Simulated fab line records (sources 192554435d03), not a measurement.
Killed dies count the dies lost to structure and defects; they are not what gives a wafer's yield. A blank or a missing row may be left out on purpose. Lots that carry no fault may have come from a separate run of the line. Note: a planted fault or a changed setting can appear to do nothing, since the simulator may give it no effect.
Chamber matching	flow n5 finfet	N5_BEOL_M15_DEP_53 on pecvd-04 has 3 sister chambers
The step deposits SiCN from 3MS/NH3, target thk 50 nm, time 17.8 s. 6 wafers are shown with their chamber, then 8 later ones without.

== WAFERS, EACH WITH ITS CHAMBER ==
wafer	chamber	throttle valve pct (%)	showerhead plenum p Torr (Torr)
L089.2	2	18.0	4.13
L089.6	1	17.9	4.21
L088.1	0	20.5	4.14
L088.4	1	17.7	4.21
L088.5	0	20.6	4.14
L092.2	2	17.7	4.14

== WAFERS WITHOUT THEIR CHAMBER ==
wafer	throttle valve pct (%)	showerhead plenum p Torr (Torr)
L092.4	20.5	4.11
L092.5	17.8	4.22
L094.1	17.7	4.13
L094.4	18.0	4.13
L094.5	20.4	4.14
L097.1	18.0	4.21
L097.2	17.7	4.14
L097.3	20.3	4.14

== EACH ONE'S CHAMBER ==
wafer	from the rows above	in truth
L092.4	0	0
L092.5	1	1
L094.1	2	2
L094.4	2	2
L094.5	0	0
L097.1	1	1
L097.2	2	2
L097.3	0	0
Placed correctly: 8 of 8. Can't be placed from these rows: 0. Placed wrongly: 0.
How it was worked out, from the rows above alone: a wafer's distance from a chamber is the root of the sum, over the readings, of the square of ((its reading less the chamber's mean) divided by the reading's scatter). If the next closest chamber is less than 2 further off than the closest, the wafer can't be placed; otherwise it belongs to the closest. The mean given for a chamber averages the wafers shown for that chamber. The scatter: take each reading less its chamber's mean, square it, sum over the shown wafers, divide by the number of wafers less the number of chambers, and take the root.
